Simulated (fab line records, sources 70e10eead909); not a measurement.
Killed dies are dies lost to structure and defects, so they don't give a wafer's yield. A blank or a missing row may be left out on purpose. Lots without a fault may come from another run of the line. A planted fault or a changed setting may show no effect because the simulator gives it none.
A struck lot beside a sound one | flow nand_harc | 14 steps out of a route of 1302
Sound: wafers L153.1, L153.2, L153.3. Struck: wafers L157.2, L157.4, L157.6. The cause comes at the end.
At each step with rows: each side's tool, then ch and its chambers, then its first start. Under that, the readings that differ: sound wafers | struck wafers | difference of the means | sigmas: that difference in standard deviations of wafers without a fault.
alike: readings whose means differ by less than 2 such deviations, and words and numbers that are the same on both sides. not compared: withheld readings, readings that some wafer has no value for, bounds like >300 that may hide the same value, and numbers for which the record gives no deviation and whose values overlap.
The two part at a step that has a row with sigmas, a row that says differs or no value, or rows on one side only. Numbers that don't overlap but have no deviation are shown without sigmas and don't part them. A reading that every wafer of one side lacks parts them only if that side has two wafers or more.

first, 4 steps without rows for these wafers: NHARC_A_DECK1_JOINT_ETCH_09 (etches SiO2 in dHF, target depth 5 nm); NHARC_A_DECK1_JOINT_WET_10 (chemistry H3PO4, time 86 s); NHARC_A_DECK1_JOINT_ETCH_11 (etches SiO2 in dHF, target depth 35 nm); NHARC_A_DECK1_JOINT_CVD_12 (deposits poly-Si, target thk 90 nm, time 1800 s).
NHARC_A_DECK1_JOINT_CMP_13: polishes, target thk 51.023 nm.
  sound on cmp-01 ch 0,1,2, day 13 03:10; struck on cmp-04 ch 0,1,2, day 15 02:23
  alike: motor_current_A, time_to_endpoint_s
NHARC_A_DECK1_JOINT_THK_MEAS_14: measures by ellipsometry.
  sound on film_metro-01, day 13 03:25; struck on film_metro-01, day 15 02:38
  alike: thk_nm
then, 1 step without rows for these wafers: NHARC_A_DECK1_JOINT_SRD_04.
NHARC_A_DECK1_JOINT_ETCHBACK_00: etches the open film in HBr, target depth 30 nm, time 17.4 s.
  sound on rie_si-02 ch 1,2,3, day 13 03:33; struck on rie_si-05 ch 2,3, day 15 02:46
  alike: bias_w, drypump_motor_current_A, oes_product_au, throttle_valve_pct
  not compared: rf_hours_counter_h
then, 4 steps without rows for these wafers: NHARC_A_DECK1_JOINT_PRECLEAN_30 (cleans in SC1); NHARC_A_DECK1_JOINT_SRD_31; NHARC_A_DECK1_JOINT_CVD_34 (deposits SiNx, target thk 20 nm); NHARC_A_DECK1_JOINT_DEP_06 (deposits SiOx, target thk 80 nm).
NHARC_A_DECK1_JOINT_CURE_26: time 32 s.
  sound on fcvd-01 ch 0,1, day 13 10:20; struck on fcvd-01 ch 0,1, day 15 09:35
  no value came back on the struck wafers for pressure_atm, susceptor_temp_C (C), susceptor_temp_C_max; on the sound wafers pressure_atm reads 0.3956 0.3950 0.3953
then, 1 step without rows for these wafers: NHARC_A_DECK1_JOINT_ANNEAL_27 (time 3600 s).

WHERE THEY PART
Only at NHARC_A_DECK1_JOINT_CURE_26, within this record.

WHY: what the simulator had put in
Skipped step whole: fcvd-01, from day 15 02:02 on, at NHARC_A_DECK1_JOINT_CURE_26. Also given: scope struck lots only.
